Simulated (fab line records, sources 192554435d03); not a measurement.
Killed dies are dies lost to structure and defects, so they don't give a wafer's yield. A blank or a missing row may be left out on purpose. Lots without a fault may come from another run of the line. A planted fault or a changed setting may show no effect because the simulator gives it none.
Chamber matching | flow n5_finfet | N5_BEOL_M5_CURE_80 on uv_cure-02: 3 sister chambers
The step cures SiCOH lowk, time 120 s. 22 wafers are shown with their chamber, then 11 later ones without.

WAFERS WITH THEIR CHAMBER
wafer  | chamber | wafer_temp_C_max | lamp_power_pct (%)
L077.1 | 0       | 372.2            | 52.40
L077.2 | 0       | 372.2            | 52.30
L077.3 | 0       | 371.4            | 52.28
L079.1 | 2       | 371.3            | 52.29
L079.4 | 2       | 370.9            | 52.26
L079.5 | 2       | 370.6            | 52.30
L083.1 | 1       | 371.9            | 52.43
L083.2 | 1       | 371.9            | 52.38
L083.6 | 1       | 371.2            | 52.25
L088.1 | 0       | 371.6            | 52.31
L088.4 | 0       | 371.9            | 52.23
L088.5 | 0       | 371.9            | 52.40
L091.2 | 0       | 371.8            | 52.32
L091.3 | 0       | 371.7            | 52.36
L091.6 | 0       | 371.7            | 52.42
L089.1 | 1       | 371.7            | 52.34
L089.2 | 1       | 371.4            | 52.24
L089.6 | 1       | 371.6            | 52.25
L093.1 | 2       | 370.7            | 52.32
L093.2 | 2       | 371.7            | 52.34
L093.5 | 2       | 371.4            | 52.30
L094.1 | 1       | 371.8            | 52.29

SIGNATURES (means of the wafers above)
reading          | chamber 0 | chamber 1 | chamber 2 | scatter within a chamber
wafer_temp_C_max | 371.822   | 371.643   | 371.100   | 0.317
lamp_power_pct   | 52.3356   | 52.3114   | 52.3017   | 0.0602
Rule: a wafer's distance from a chamber is the root of the sum, over the readings, of the square of ((its reading less the chamber's mean) divided by the reading's scatter). The wafer belongs to the nearest chamber; if the next one is less than 2 further off, it can't be placed. The scatter: the root of (the sum of the squares of (reading less its chamber's mean) over the shown wafers, divided by (wafers less chambers)).

WAFERS WITHOUT THEIR CHAMBER
wafer  | wafer_temp_C_max | lamp_power_pct (%)
L094.2 | 371.3            | 52.28
L094.4 | 371.5            | 52.36
L095.1 | 372.2            | 52.24
L095.3 | 372.3            | 52.26
L095.6 | 372.3            | 52.38
L097.1 | 371.8            | 52.36
L097.4 | 372.3            | 52.42
L097.6 | 371.9            | 52.26
L096.2 | 372.0            | 52.39
L096.5 | 371.3            | 52.31
L096.6 | 371.5            | 52.26

WHICH CHAMBER EACH WENT THROUGH
wafer  | from the rows above          | in truth
L094.2 | can't be placed: 2 or 1 or 0 | 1
L094.4 | can't be placed: 1 or 0 or 2 | 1
L095.1 | can't be placed: 0 or 1 or 2 | 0
L095.3 | can't be placed: 0 or 1 or 2 | 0
L095.6 | can't be placed: 0 or 1      | 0
L097.1 | can't be placed: 0 or 1 or 2 | 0
L097.4 | can't be placed: 0 or 1      | 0
L097.6 | can't be placed: 1 or 0 or 2 | 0
L096.2 | can't be placed: 0 or 1      | 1
L096.5 | can't be placed: 2 or 1 or 0 | 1
L096.6 | can't be placed: 1 or 2 or 0 | 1
Placed correctly: 0 of 11. Can't be placed from these rows: 11 (the true chamber is among the candidates in 11). Placed wrongly: 0.
